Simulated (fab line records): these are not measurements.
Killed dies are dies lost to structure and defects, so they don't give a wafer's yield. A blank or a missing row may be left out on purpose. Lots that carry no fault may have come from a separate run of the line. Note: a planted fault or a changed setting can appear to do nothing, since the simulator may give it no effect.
Struck lot and sound lot, side by side + flow nand-harc + 14 steps out of a route of 1302
Sound: wafers L446.1, L446.3, L446.6. Struck: wafers L464.3, L464.6. (L464.1 of the same lot was not struck and is left out.) The cause comes at the end.
For every step that has rows: the tool of each side, followed by ch and its chambers, followed by its first start. Under that, the readings that differ: sound wafers + struck wafers + difference of the means + sigmas: that difference in standard deviations of wafers without a fault.
alike: words and numbers the same on both sides, and readings whose means are apart by under 2 such deviations; not compared: readings that were withheld, readings missing a value for some wafer, numbers with overlapping values and no deviation given by the record, and bounds like >300 which may hide the same value.
The two part at a step that has a row with sigmas, a row that says differs or no value, or rows on one side only. When numbers do not overlap yet have no deviation, they are printed without sigmas and do not part them. A reading that every wafer of one side lacks parts them only if that side has two wafers or more.

first, 2 steps without rows for these wafers: NHARC_A_SOURCE_PLATE_SRD_01; NHARC_A_SOURCE_PLATE_OXIDE_02 (material SiO2, target thk 10 nm, ox time 1362 s).
NHARC_A_SOURCE_PLATE_THK_MEAS_09: measures by ellipsometry.
  sound: film-metro-01 at day 7 18:58; struck: film-metro-01 at day 15 07:58
  alike: thk-nm
then, 3 steps without rows for these wafers: NHARC_A_SOURCE_PLATE_PVD_04 (deposits WSi2, target thk 50 nm); NHARC_A_SOURCE_PLATE_CVD_03 (deposits poly-Si, target thk 200 nm, time 4000 s); NHARC_A_SOURCE_PLATE_ANNEAL_05 (time 1800 s).
NHARC_A_SOURCE_PLATE_THK_MEAS_06: measures by ellipsometry.
  sound: film-metro-02 at day 8 07:58; struck: film-metro-02 at day 15 23:26
  alike: thk-nm
NHARC_A_SOURCE_PLATE_INSPECT_08:
  sound: defect-inspect-02 at day 8 08:02; struck: defect-inspect-02 at day 15 23:32
  alike: raw-defect-count
next comes 1 step that has no rows for these wafers: NHARC_A_ONON_D1_DEP_00 (target thickness 1000 nm).
NHARC_A_ONON_D1_THK_MEAS_02: measures by ellipsometry.
  sound: film-metro-02 at day 8 08:37; struck: film-metro-02 at day 16 00:06
  alike: thk-nm
NHARC_A_ONON_D1_DEP_03: target thk 1000 nm.
  sound on pecvd-onon-02 ch 0, day 8 08:40; struck on pecvd-onon-03 ch 0, day 16 00:10
  alike: n2-flow-sccm
NHARC_A_ONON_D1_THK_MEAS_05: measures by ellipsometry.
  sound: film-metro-01 at day 8 09:11; struck: film-metro-01 at day 16 00:41
| reading     | sound          | struck    | difference | sigmas |
|-------------|----------------|-----------|------------|--------|
| thk-nm (nm) | 1005 1006 1005 | 1493 1495 | +489       | +49    |
next comes 1 step that has no rows for these wafers: NHARC_A_ONON_D1_DEP_06 (target thickness 1000 nm).
-- record jumps: 17 days between struck wafers' starts before vs after; left off in module A_ONON_D1, resumes in module END, first step shown is number 1302 of the route --
NHARC_END_SORT_01:
  only the struck wafers appear in the record here, on prober-02 ch 0 at day 32 22:34; the sound ones have no rows

## WHERE THEY PART
At NHARC_A_ONON_D1_THK_MEAS_05 first; at NHARC_END_SORT_01 last (within this record only).

WHY: whatever the simulator had introduced
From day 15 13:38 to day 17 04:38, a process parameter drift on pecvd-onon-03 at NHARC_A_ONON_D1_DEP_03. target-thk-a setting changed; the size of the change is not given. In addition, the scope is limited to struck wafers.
